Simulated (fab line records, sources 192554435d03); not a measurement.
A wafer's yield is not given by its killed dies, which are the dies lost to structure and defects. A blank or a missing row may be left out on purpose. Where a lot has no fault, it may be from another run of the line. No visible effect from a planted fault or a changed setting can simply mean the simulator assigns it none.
A sampling plan put to the test	flow n5 finfet	one fab line, 48 faults that these records tell of, each judged on the records of the lots that it struck; 1 more is left out, because the records don't allow judging it
What counts as the plan is the set of the line's own looks, namely the steps on the route at which a gauge or an inspection reads a wafer and does not change it. A look can be judged if struck wafers have a number there and the file gives its usual mean and standard deviation on fault-free wafers. Caught: 4 or more of those standard deviations (sigma) separate the usual mean from the mean of the struck wafers at a look after the fault's first step. On the tool: the test repeated on the tool's own readings taken at the fault's steps. Also counted as caught: the struck wafers showing another recipe, or a record that is empty for them alone.

== THE FAULTS, as the simulator had put them in ==
1. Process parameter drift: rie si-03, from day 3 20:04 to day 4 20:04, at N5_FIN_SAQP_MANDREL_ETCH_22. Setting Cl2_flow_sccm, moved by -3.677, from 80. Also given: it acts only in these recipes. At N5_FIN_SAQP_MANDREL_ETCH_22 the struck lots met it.
2. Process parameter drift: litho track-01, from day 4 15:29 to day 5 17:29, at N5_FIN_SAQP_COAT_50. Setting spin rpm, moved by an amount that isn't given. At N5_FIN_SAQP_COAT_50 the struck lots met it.
3. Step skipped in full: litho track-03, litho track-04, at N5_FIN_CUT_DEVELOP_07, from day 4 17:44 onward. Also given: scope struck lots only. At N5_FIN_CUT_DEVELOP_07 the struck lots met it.
4. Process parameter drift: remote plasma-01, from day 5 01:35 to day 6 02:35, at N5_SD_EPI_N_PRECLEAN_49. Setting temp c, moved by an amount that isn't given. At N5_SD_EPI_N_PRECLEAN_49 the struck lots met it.
5. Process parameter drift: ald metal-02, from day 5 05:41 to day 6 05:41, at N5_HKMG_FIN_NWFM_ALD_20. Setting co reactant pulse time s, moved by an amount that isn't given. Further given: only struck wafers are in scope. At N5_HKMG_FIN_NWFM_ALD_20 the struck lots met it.
6. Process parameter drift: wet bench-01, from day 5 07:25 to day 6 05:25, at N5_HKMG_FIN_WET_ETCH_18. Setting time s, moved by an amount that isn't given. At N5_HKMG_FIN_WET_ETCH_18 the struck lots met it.
7. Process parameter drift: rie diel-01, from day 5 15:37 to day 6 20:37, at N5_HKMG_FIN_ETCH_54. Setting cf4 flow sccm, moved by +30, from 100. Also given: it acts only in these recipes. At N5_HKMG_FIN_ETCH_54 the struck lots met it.
8. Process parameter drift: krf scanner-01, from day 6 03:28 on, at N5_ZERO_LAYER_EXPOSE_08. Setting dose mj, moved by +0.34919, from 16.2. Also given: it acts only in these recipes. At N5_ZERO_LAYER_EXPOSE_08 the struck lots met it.
9. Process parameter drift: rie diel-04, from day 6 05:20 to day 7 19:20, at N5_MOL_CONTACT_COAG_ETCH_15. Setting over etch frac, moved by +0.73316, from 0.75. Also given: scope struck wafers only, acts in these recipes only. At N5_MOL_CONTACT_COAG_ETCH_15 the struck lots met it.
10. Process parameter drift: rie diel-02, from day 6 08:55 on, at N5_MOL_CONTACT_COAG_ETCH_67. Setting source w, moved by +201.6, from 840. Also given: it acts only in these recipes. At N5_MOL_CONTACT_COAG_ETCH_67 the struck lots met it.
11. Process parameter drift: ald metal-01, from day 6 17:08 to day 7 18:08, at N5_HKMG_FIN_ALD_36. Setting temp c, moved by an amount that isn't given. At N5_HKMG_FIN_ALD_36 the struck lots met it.
12. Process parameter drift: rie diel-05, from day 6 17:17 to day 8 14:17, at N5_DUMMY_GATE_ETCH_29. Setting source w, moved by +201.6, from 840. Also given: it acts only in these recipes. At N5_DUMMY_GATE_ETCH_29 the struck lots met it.
13. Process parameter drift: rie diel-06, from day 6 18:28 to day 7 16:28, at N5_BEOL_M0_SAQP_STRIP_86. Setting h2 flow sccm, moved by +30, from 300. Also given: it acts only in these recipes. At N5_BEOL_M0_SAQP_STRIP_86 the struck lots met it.
14. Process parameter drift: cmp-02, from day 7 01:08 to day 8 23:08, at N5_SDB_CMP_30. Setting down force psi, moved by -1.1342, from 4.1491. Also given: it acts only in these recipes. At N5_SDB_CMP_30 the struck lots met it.
15. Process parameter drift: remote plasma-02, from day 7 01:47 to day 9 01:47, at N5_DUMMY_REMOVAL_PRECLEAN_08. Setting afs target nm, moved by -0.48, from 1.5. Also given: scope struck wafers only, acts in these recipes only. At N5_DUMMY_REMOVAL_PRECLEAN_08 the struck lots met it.
16. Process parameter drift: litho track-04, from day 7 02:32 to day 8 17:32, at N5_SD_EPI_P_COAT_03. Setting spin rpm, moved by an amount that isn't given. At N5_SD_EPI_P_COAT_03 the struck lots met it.
17. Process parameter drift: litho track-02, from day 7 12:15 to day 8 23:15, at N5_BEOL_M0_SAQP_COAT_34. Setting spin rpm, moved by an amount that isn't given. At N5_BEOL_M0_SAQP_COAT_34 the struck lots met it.
18. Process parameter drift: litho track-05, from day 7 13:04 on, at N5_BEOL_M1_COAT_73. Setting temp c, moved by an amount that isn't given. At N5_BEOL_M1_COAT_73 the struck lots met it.
19. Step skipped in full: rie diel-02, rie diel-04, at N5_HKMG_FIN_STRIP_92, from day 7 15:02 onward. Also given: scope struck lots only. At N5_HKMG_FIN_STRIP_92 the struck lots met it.
20. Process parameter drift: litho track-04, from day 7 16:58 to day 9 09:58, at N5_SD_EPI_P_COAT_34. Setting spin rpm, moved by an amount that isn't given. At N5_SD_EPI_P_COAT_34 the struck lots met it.
21. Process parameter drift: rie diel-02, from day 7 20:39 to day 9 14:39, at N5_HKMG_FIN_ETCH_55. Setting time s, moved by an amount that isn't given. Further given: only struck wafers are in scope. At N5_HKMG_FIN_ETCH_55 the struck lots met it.
22. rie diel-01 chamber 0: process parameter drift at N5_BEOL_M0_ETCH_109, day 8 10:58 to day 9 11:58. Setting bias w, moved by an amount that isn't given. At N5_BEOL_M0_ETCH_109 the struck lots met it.
23. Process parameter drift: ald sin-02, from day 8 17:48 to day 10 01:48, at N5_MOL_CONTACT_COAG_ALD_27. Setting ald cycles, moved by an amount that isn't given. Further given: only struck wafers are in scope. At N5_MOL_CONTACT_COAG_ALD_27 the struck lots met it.
24. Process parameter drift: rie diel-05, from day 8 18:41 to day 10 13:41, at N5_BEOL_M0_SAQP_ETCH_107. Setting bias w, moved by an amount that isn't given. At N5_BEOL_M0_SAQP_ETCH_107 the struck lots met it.
25. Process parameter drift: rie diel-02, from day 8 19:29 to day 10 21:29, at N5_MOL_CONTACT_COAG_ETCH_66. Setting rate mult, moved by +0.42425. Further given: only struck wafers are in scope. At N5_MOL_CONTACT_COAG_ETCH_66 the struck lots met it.
26. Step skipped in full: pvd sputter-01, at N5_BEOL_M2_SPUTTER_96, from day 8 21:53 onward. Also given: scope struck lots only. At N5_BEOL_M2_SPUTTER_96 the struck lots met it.
27. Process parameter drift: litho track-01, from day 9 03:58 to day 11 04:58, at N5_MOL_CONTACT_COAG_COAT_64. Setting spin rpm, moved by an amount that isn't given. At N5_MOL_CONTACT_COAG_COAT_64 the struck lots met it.
28. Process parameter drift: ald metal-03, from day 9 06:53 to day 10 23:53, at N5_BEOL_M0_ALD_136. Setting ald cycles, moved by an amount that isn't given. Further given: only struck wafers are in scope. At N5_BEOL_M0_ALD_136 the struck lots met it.
29. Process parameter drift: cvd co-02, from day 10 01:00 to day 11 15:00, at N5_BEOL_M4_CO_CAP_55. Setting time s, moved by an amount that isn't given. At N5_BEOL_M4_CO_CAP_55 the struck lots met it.
30. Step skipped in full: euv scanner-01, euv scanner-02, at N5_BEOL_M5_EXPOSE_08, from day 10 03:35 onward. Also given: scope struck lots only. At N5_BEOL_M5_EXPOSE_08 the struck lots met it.
31. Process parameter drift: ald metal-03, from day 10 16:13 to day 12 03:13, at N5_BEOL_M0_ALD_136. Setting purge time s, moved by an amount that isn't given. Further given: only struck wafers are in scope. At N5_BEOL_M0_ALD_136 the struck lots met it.
32. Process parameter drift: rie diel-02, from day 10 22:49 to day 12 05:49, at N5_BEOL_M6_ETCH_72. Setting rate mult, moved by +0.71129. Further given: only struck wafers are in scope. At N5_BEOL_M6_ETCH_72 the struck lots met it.
33. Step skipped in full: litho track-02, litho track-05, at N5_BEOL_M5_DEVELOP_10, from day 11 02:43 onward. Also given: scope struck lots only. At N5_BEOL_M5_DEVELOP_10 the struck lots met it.
34. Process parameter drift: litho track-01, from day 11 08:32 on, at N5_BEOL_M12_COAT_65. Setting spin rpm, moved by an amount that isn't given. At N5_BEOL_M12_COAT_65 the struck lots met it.
35. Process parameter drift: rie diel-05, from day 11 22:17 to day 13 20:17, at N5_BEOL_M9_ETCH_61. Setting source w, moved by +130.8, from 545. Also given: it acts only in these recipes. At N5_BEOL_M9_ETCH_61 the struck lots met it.
36. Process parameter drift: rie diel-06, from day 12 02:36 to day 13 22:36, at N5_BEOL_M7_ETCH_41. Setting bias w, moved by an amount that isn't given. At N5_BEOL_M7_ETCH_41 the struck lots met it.
37. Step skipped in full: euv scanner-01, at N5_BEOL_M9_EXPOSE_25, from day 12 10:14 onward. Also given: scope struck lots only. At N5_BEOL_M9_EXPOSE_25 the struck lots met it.
38. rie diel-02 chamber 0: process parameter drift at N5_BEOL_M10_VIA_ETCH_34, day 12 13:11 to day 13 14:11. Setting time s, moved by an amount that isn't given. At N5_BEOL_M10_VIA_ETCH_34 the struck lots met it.
39. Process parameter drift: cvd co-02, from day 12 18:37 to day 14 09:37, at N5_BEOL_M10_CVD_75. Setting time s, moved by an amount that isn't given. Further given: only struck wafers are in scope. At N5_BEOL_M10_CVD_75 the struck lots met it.
40. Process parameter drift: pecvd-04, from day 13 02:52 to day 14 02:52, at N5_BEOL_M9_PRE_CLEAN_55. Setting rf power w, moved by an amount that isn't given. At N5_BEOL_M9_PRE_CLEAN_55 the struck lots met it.
41. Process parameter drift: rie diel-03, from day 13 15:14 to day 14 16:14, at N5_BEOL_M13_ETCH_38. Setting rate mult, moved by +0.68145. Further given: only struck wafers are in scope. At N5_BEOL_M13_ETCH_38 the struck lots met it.
42. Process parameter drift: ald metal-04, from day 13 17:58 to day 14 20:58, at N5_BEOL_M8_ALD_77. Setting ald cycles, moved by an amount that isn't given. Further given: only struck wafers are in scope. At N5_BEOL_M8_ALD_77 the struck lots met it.
43. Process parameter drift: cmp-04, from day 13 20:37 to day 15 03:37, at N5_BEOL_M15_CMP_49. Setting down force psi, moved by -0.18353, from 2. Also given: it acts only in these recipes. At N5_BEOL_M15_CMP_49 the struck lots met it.
44. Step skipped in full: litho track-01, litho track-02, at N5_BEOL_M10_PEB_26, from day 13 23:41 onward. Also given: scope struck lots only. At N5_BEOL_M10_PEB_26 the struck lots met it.
45. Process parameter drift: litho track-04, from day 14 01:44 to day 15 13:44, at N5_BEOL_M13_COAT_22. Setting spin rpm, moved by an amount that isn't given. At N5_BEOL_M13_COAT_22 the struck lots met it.
46. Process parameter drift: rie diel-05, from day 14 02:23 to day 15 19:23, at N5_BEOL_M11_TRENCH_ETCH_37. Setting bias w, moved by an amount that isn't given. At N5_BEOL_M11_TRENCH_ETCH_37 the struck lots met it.
47. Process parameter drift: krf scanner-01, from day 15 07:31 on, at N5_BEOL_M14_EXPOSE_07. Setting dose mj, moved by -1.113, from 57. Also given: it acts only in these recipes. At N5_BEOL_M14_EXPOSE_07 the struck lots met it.
48. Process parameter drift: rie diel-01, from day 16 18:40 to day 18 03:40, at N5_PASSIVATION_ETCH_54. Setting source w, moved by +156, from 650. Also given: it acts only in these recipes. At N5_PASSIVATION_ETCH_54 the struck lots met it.

== WHAT THE PLAN SAW ==
fault	on the tool itself	first look that catches it	reading, sigma	median hours from its first step to that look	hours from the fault's start to the first struck lot there	judged looks passed uncaught
1	mfc cl2 sccm -14 sigma	not the one look that can be judged after it	-	-	-	1
2	spin speed rpm +99 or beyond sigma	not the one look that can be judged after it	-	-	-	1
3	the tool's record is blank for the struck wafers	no look after it can be judged	-	-	-	0
4	temp c -4.7 sigma	not the one look that can be judged after it	-	-	-	1
5	under 2 sigma	not the one look that can be judged after it	-	-	-	1
6	no reading that can be judged	N5_BEOL_M4_RC_MEAS_101	VT_N_LONG +11	98.1	106	1
7	cf4 flow sccm +99 or beyond sigma	not the one look that can be judged after it	-	-	-	1
8	exposure dose mJ cm2 +18 sigma	none of the 3 looks that can be judged after it	-	-	-	3
9	under 2 sigma	not the one look that can be judged after it	-	-	-	1
10	rf fwd power W +72 sigma	not the one look that can be judged after it	-	-	-	1
11	susceptor temp C -68 sigma	none of the 2 looks that can be judged after it	-	-	-	2
12	rf fwd power W +50 sigma	not the one look that can be judged after it	-	-	-	1
13	h2 flow sccm +34 sigma	not the one look that can be judged after it	-	-	-	1
14	head pressure psi -99 or beyond sigma	none of the 2 looks that can be judged after it	-	-	-	2
15	no reading that can be judged	N5_BEOL_M4_RC_MEAS_101	EOT_N +23	100.9	111	0
16	spin speed rpm -77 sigma	not the one look that can be judged after it	-	-	-	1
17	spin speed rpm -83 sigma	none of the 2 looks that can be judged after it	-	-	-	2
18	plate temp C -35 sigma	not the one look that can be judged after it	-	-	-	1
19	the tool's record is blank for the struck wafers	not the one look that can be judged after it	-	-	-	1
20	spin speed rpm -72 sigma	none of the 2 looks that can be judged after it	-	-	-	2
21	run length s -99 or beyond sigma	not the one look that can be judged after it	-	-	-	1
22	bias w +89 sigma	not the one look that can be judged after it	-	-	-	1
23	run length s -99 or beyond sigma	none of the 2 looks that can be judged after it	-	-	-	2
24	bias w -63 sigma	not the one look that can be judged after it	-	-	-	1
25	etch rf on time s -13 sigma	not the one look that can be judged after it	-	-	-	1
26	the tool's record is blank for the struck wafers	not the one look that can be judged after it	-	-	-	1
27	spin speed rpm +95 sigma	none of the 2 looks that can be judged after it	-	-	-	2
28	under 2 sigma	not the one look that can be judged after it	-	-	-	1
29	run length s -58 sigma	not the one look that can be judged after it	-	-	-	1
30	no reading that can be judged	no look after it can be judged	-	-	-	0
31	under 2 sigma	not the one look that can be judged after it	-	-	-	1
32	etch rf on time s -19 sigma	no look after it can be judged	-	-	-	0
33	the tool's record is blank for the struck wafers	no look after it can be judged	-	-	-	0
34	spin speed rpm -99 or beyond sigma	no look after it can be judged	-	-	-	0
35	rf fwd power W +45 sigma	no look after it can be judged	-	-	-	0
36	bias w +15 sigma	no look after it can be judged	-	-	-	0
37	no reading that can be judged	no look after it can be judged	-	-	-	0
38	run length s +47 sigma	no look after it can be judged	-	-	-	0
39	run length s -62 sigma	no look after it can be judged	-	-	-	0
40	rf fwd power W -35 sigma	no look after it can be judged	-	-	-	0
41	oes product au +5.1 sigma	not the one look that can be judged after it	-	-	-	1
42	under 2 sigma	no look after it can be judged	-	-	-	0
43	head pressure psi -46 sigma	no look after it can be judged	-	-	-	0
44	the tool's record is blank for the struck wafers	no look after it can be judged	-	-	-	0
45	spin speed rpm +99 or beyond sigma	no look after it can be judged	-	-	-	0
46	bias w +13 sigma	no look after it can be judged	-	-	-	0
47	exposure dose mJ cm2 -15 sigma	no look after it can be judged	-	-	-	0
48	rf fwd power W +78 sigma	no look after it can be judged	-	-	-	0
A dash: this means the fault isn't caught or the number doesn't appear in these records.

Caught at a look: 2 of 48. Caught on the tool: 39 of 48. By one or the other: 41 of 48.
Faults 1, 2, 3, 4, 7, 8, 10, 11, 12, 13, 14, 16, 17, 18, 19, 20, 21, 22, 23, 24, 25, 26, 27, 29, 32, 33, 34, 35, 36, 38, 39, 40, 41, 43, 44, 45, 46, 47, 48 were caught on the tool alone.
Caught at a look alone: faults 6, 15.
Caught by neither: faults 5, 9, 28, 30, 31, 37, 42.

== THINNER SAMPLING ==
Were the look that catches a fault to measure just every second or every third lot (counted by lot number), the first struck lot would, at worst, be measured this late:
fault	struck lots at that look, in order of time	every lot	every second lot	every third lot
6	L411, L413	106 h	may miss all 2	may miss all 2
15	L343	111 h	may miss it	may miss it
The hour figures run from when the fault began to the first measured lot among those it struck. The test against the limit of 4 sigma pooled every struck wafer, which means one lot taken alone may stay below that limit. Other struck lots may not be in these records.

== THE LONGEST TIMED WAY FROM STEP TO LOOK ==
Fault 15: median gap of 100.9 hours between N5_DUMMY_REMOVAL_PRECLEAN_08 and N5_BEOL_M4_RC_MEAS_101. No look between them can be judged.
